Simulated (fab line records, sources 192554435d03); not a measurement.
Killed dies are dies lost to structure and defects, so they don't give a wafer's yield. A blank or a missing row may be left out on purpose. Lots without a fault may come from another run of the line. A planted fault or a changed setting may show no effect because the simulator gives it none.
A struck lot beside a sound one | flow n5_finfet | 39 steps out of a route of 1938
Sound: wafers L293.3, L293.5, L293.6. Struck: wafers L292.3, L292.5, L292.6. The cause comes at the end.
At each step with rows: each side's tool, then ch and its chambers, then its first start. Under that, the readings that differ: sound wafers | struck wafers | difference of the means | sigmas: that difference in standard deviations of wafers without a fault.
alike: readings whose means differ by less than 2 such deviations, and words and numbers that are the same on both sides. not compared: withheld readings, readings that some wafer has no value for, bounds like >300 that may hide the same value, and numbers for which the record gives no deviation and whose values overlap.
The two part at a step that has a row with sigmas, a row that says differs or no value, or rows on one side only. Numbers that don't overlap but have no deviation are shown without sigmas and don't part them. A reading that every wafer of one side lacks parts them only if that side has two wafers or more.

first, 10 steps without rows for these wafers: N5_FIN_SAQP_PECVD_47 (deposits a-Si from SiH4/He, target thk 45 nm, time 36.3 s); N5_FIN_SAQP_PECVD_48 (deposits SiNx from SiH4/NH3/N2, target thk 25 nm, time 22.1 s); N5_FIN_SAQP_PECVD_06 (deposits a-Si from SiH4/He, target thk 60 nm, time 48.1 s); N5_FIN_SAQP_HM_DEP_72 (deposits SiO2 from SiH4/N2O, target thk 12 nm, time 7.2 s); N5_FIN_SAQP_COAT_49 (time 60 s, resist thk 100 nm); N5_FIN_SAQP_COAT_50 (time 60 s, resist thk 35 nm); N5_FIN_SAQP_COAT_10 (resist thk 90 nm); N5_FIN_SAQP_EBR_12; N5_FIN_SAQP_SOFTBAKE_11 (time 60 s); N5_FIN_SAQP_EXPOSE_13 (exposes mask FIN CORE, target cd 35.6 nm).
N5_FIN_SAQP_PEB_14: peb time 60 s.
  sound on litho_track-01 ch 0, day 4 17:02; struck on litho_track-05 ch 0, day 4 09:37
then, 1 step without rows for these wafers: N5_FIN_SAQP_DEVELOP_15 (develop time 30 s).
N5_FIN_SAQP_CD_MEAS_16: target cd 35.6 nm.
  sound on cd_sem-01 ch 0, day 4 17:06; struck on cd_sem-03 ch 0, day 4 09:41
  reading    | sound          | struck         | difference | sigmas
  cd_nm (nm) | 35.5 36.0 35.6 | 41.2 41.6 41.6 | +5.8       | +18
then, 24 steps without rows for these wafers: N5_FIN_SAQP_DESCUM_21 (chemistry O2, time 7.9 s); N5_FIN_SAQP_ETCH_51 (etches SiARC in CF4, target depth 45.5 nm, time 75.8 s); N5_FIN_SAQP_ETCH_52 (etches SOC in N2/H2, target depth 100 nm, overetch 20 nm, time 150 s); N5_FIN_SAQP_STRIP_53 (strips in N2/H2); N5_FIN_SAQP_HM_OPEN_73 (chemistry CHF3/O2, target SiO2, stops on a-Si, target depth 12 nm, time 16.8 s); N5_FIN_SAQP_STRIP_74 (strips in CHF3/O2); N5_FIN_SAQP_MANDREL_ETCH_22 (etches a-Si in HBr/Cl2, stops on SiNx, target depth 60 nm, bt time 10 s, time 30 s); N5_FIN_SAQP_STRIP_55 (strips in N2/H2); N5_FIN_SAQP_STRIP_23 (strips in SPM, time 750 s); N5_FIN_SAQP_SRD_66 (time 30 s); N5_FIN_SAQP_RECESS_75 (chemistry HF/NH3, target SiO2, target depth 14.4 nm, afs cycles 3, sublimation time 60 s); N5_FIN_SAQP_SPACER1_ALD_24 (deposits SiO2, target thk 20.3 nm, pulse time 1 s, purge time 2 s); N5_FIN_SAQP_SPACER1_ETCHBACK_25 (etches SiO2 in CHF3/O2, target depth 24.4 nm, time 12.2 s); N5_FIN_SAQP_MANDREL1_REMOVE_56 (chemistry HBr/Cl2/O2, target a-Si, stops on SiNx, bt time 10 s); N5_FIN_SAQP_ETCH_57 (etches SiNx in CH3F/O2, target depth 32.5 nm, time 46.4 s); N5_FIN_SAQP_ETCH_65 (etches SiO2 in CF4, target depth 4 nm, time 4.4 s); N5_FIN_SAQP_MANDREL_ETCH_58 (etches a-Si in HBr/Cl2, stops on SiNx, target depth 45 nm, bt time 10 s, time 27 s); N5_FIN_SAQP_RECESS_63 (chemistry HF/NH3, target SiO2, target depth 18 nm, afs cycles 3, sublimation time 60 s); N5_FIN_SAQP_COAT_68 (time 60 s, resist thk 100 nm); N5_FIN_SAQP_ETCH_69 (etches SOC in N2/H2, stops on SiNx, target depth 150 nm); N5_FIN_SAQP_ETCH_67 (etches SiNx in CH3F/O2, target depth 30 nm); N5_FIN_SAQP_STRIP_70 (strips in N2/H2); N5_FIN_SAQP_RECESS_71 (chemistry HF/NH3, target SiO2, target depth 3 nm, afs cycles 1, sublimation time 60 s); N5_FIN_SAQP_SPACER2_ALD_28 (deposits SiO2, target thk 8.1 nm, pulse time 1 s, purge time 2 s).
-- the record jumps here: 6 days lie between the struck wafers' starts before and after (it left off in module FIN_SAQP and takes up again in module BEOL_M4, whose first step shown is number 1111 of the route) --
N5_BEOL_M4_RC_MEAS_101:
  sound on prober-01 ch 0, day 10 18:52; struck on prober-01 ch 0, day 10 03:21
  alike: DIBL_N, DIBL_P, IOFF_N, IOFF_P, ION_N, ION_P, SS_N, SS_P, VT_N, VT_P
-- the record jumps here: 4 days lie between the struck wafers' starts before and after (it left off in module BEOL_M4 and takes up again in module PASSIVATION, whose first step shown is number 1936 of the route) --
N5_PASSIVATION_PROBE_49:
  sound on prober-01, day 15 00:12; struck on prober-02, day 14 09:31
  reading                  | sound          | struck         | difference | sigmas
  defect_limited_yield (%) | 90.8 90.6 92.4 | 71.1 65.6 67.4 | -23.2      | -17
  killed_at_front_end      | 38 49 34       | 292 356 302    | +276       | +23
  killed_dies              | 108 111 90     | 341 406 385    | +274       | +17
  sort_n_pass              | 1072 1069 1090 | 839 774 795    | -274       | -17
  sort_yield_pct (%)       | 90.8 90.6 92.4 | 71.1 65.6 67.4 | -23.2      | -17
  alike: killed_at_M0_to_M3, killed_at_M4_up, killed_at_contacts, killed_at_other, killed_open, killed_short, sort_bin_5_function, sort_bin_6_memory

WHERE THEY PART
First at N5_FIN_SAQP_CD_MEAS_16; last, within this record, at N5_PASSIVATION_PROBE_49.

WHY: what the simulator had put in
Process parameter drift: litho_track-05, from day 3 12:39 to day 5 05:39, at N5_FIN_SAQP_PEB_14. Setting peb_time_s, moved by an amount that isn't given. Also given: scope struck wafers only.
